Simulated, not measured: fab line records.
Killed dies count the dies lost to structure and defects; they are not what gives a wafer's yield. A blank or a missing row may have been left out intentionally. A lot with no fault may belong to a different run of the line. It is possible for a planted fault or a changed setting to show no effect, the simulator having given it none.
A struck lot beside a sound one ; flow n5 finfet ; 15 out of 1938 route steps
Sound: these wafers, L697.3, L697.4, L697.5. Wafers L692.1, L692.2, L692.5 were the ones struck. The cause is given at the end.
At each step with rows: each side's tool, then ch and its chambers, then its first start. Under that, the readings that differ: sound wafers ; struck wafers ; difference of the means ; sigmas: that difference in standard deviations of wafers without a fault.
alike: same words and numbers on both sides, and readings whose means sit less than 2 such deviations apart. not compared: any withheld reading, any reading some wafer has no value for, any bound like >300 that may hide the same value, and any number with overlapping values for which the record gives no deviation.
The two part at a step that has a row with sigmas, a row that says differs or no value, or rows on one side only. Numbers that have no deviation but don't overlap get no sigmas and don't part them. Lack of a reading on every wafer of one side parts them only where that side has two or more wafers.

first, 10 steps without rows for these wafers: N5_SDB_DESCUM_16 (chemistry O2, time 7.9 s); N5_SDB_ETCH_17 (etches SiARC in CF4, target depth 23.4 nm, time 39 s); N5_SDB_ETCH_18 (etches SOC in N2/H2, target depth 100 nm, overetch 20 nm, time 150 s); N5_SDB_STRIP_19 (strips in N2/H2); N5_SDB_STRIP_21 (strips in CF4); N5_SDB_HM_OPEN_20 (chemistry CH3F/O2, target SiNx, stops on poly-Si, target depth 24 nm); N5_SDB_STRIP_22 (strips in N2/H2); N5_SDB_PRECLEAN_23 (cleans in dHF, time 30 s); N5_SDB_DUMMY_REMOVE_24 (chemistry TMAH, target poly-Si, stops on SiO2, target depth 142 nm, time 57 s, rinse time 30 s); N5_SDB_ETCH_25 (etches SiO2 in C4F6/O2, target depth 10 nm, time 3.3 s).
N5_SDB_CUT_ETCH_26: etches Si in HBr/Cl2/O2, target depth 129.6 nm, bt time 20 s, time 51.8 s.
  sound on rie si-06 ch 2,3, day 9 05:59; struck on rie si-04 ch 0,2,3, day 8 02:12
  no value came back on the struck wafers for any of 5 readings (HBr_flow_sccm (sccm), O2_flow_sccm (sccm) and others); on the sound wafers HBr_flow_sccm (sccm) reads 150.8 149.1 150.1
reading;sound;struck;difference;sigmas
model.SiNx_of_SDB_HM_DEP_00.thk nm (nm);19.8 21.6 20.4;38 38.4 38.2;+18;
  not compared: rf hours counter h
N5_SDB_PRECLEAN_38: cleans in dHF, time 10 s.
  sound on wet bench-06 ch 2,3,5, day 9 06:07; struck on wet bench-03 ch 0,3,6, day 8 02:19
reading;sound;struck;difference;sigmas
model.SiNx_of_SDB_HM_DEP_00.thk nm (nm);19.8 21.6 20.4;38 38.2 38;+17;
then, 1 step without rows for these wafers: N5_SDB_PRECLEAN_39 (cleans in O3/DIW, time 45 s).
N5_BEOL_M4_RC_MEAS_101:
  the record has rows for the sound wafers here (prober-02 ch 0, day 14 15:16) and none for the struck ones
-- here the record skips 10 days between the struck wafers' starts before and after, leaving off in module BEOL_M4 and picking up in module PASSIVATION (first step shown: number 1936 of the route) --
N5_PASSIVATION_PROBE_49:
  sound on prober-01, day 19 05:00; struck on prober-01, day 18 06:06
reading;sound;struck;difference;sigmas
defect limited yield (%);89.5 92.6 92.7;0 0 0;-92;-65
killed at front end;38 28 33;1123 1115 1130;+1090;+99 or more
killed dies;124 87 86;1180 1180 1180;+1081;+64
killed on rim;15 8 7;152 152 152;+142;+35
sort_bin_5_function (%);6.5 4.2 4.8;95.6 96.4 97.3;+91.3;+99 or more
sort n pass;1056 1093 1094;0 0 0;-1081;-64
sort yield pct (%);89.5 92.6 92.7;0 0 0;-92;-65
  alike: killed_at_M0_to_M3, killed_at_M4_up, killed at contacts, killed at other, killed open, killed short, sort_bin_6_memory

## WHERE THEY PART
Last at N5_PASSIVATION_PROBE_49 as far as this record goes, first at N5_SDB_CUT_ETCH_26.

WHY: what the simulator had put in
At N5_SDB_CUT_ETCH_26, the step was skipped entirely on rie si-04 from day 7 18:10 on. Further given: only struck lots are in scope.
